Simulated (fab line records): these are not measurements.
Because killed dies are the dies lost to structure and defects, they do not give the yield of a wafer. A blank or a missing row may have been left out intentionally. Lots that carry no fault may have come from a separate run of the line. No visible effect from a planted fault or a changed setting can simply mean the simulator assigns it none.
Which tool was responsible? | flow nand-harc | Sampling: 6 lots, 18 wafers, 3 of 1159 route steps

== WHAT THE GAUGES READ, wafer by wafer ==
NHARC_THIN_TSV_CD_MEAS_33 targets a cd of 5000 nm.
lot  | measured     | on        | cd-nm (nm)
L467 | day 19 03:18 | cd-sem-03 | 4996.7 5000.1 4998.8
L469 | day 19 05:34 | cd-sem-03 | 4997.4 5001.3 5002.7
L471 | day 20 06:26 | cd-sem-02 | 4996.7 4999.1 5002.6
L476 | day 21 07:26 | cd-sem-02 | 4999.6 4997.8 4999.6
L475 | day 21 16:14 | cd-sem-01 | 4998.5 5003.3 5004.5
L485 | day 24 07:00 | cd-sem-02 | 4996.7 5000.7 5000.9

== WHICH TOOL RAN EACH LOT (tool, then ch and the chambers of the sampled wafers, then the start) ==
lot  | NHARC_THIN_TSV_DEP_47           | NHARC_THIN_TSV_DEGAS_49
L467 | pecvd-02 ch 0,1, day 18 23:12   | pvd-sputter-02, day 19 00:02
L469 | pecvd-04 ch 0,1, day 19 01:27   | pvd-sputter-02, day 19 02:22
L471 | pecvd-03 ch 0,1,2, day 20 01:47 | pvd-sputter-01, day 20 02:58
L476 | pecvd-02 ch 0,2, day 21 03:32   | pvd-sputter-03, day 21 04:25
L475 | pecvd-03 ch 0,2, day 21 12:17   | pvd-sputter-02, day 21 13:13
L485 | pecvd-03 ch 0,2, day 24 02:58   | pvd-sputter-02, day 24 03:52
- NHARC_THIN_TSV_DEP_47: deposits SiO2, target thk 200 nm.
- NHARC_THIN_TSV_DEGAS_49: time 120 s.

== THE ANSWER, worked out from the rows above alone ==
Rule: the usual values come from the lots themselves. The widest of any qualifying gaps counts: lots, ordered by their means at a reading, are off when they make up no more than a third of the lots, leave a main group of 4 or more, and stand apart from it by 3 or more times the standard deviation of that group's means. A main group is skipped when, at the precision printed for the reading in the tables above, its means are all equal. Also off: a lot with no number at a reading for which 4 or more lots have one. The other lots that the step has rows for count as sound.
None of the lots is off at any reading shown; this tells nothing.

== WHAT THE SIMULATOR PUT IN ==
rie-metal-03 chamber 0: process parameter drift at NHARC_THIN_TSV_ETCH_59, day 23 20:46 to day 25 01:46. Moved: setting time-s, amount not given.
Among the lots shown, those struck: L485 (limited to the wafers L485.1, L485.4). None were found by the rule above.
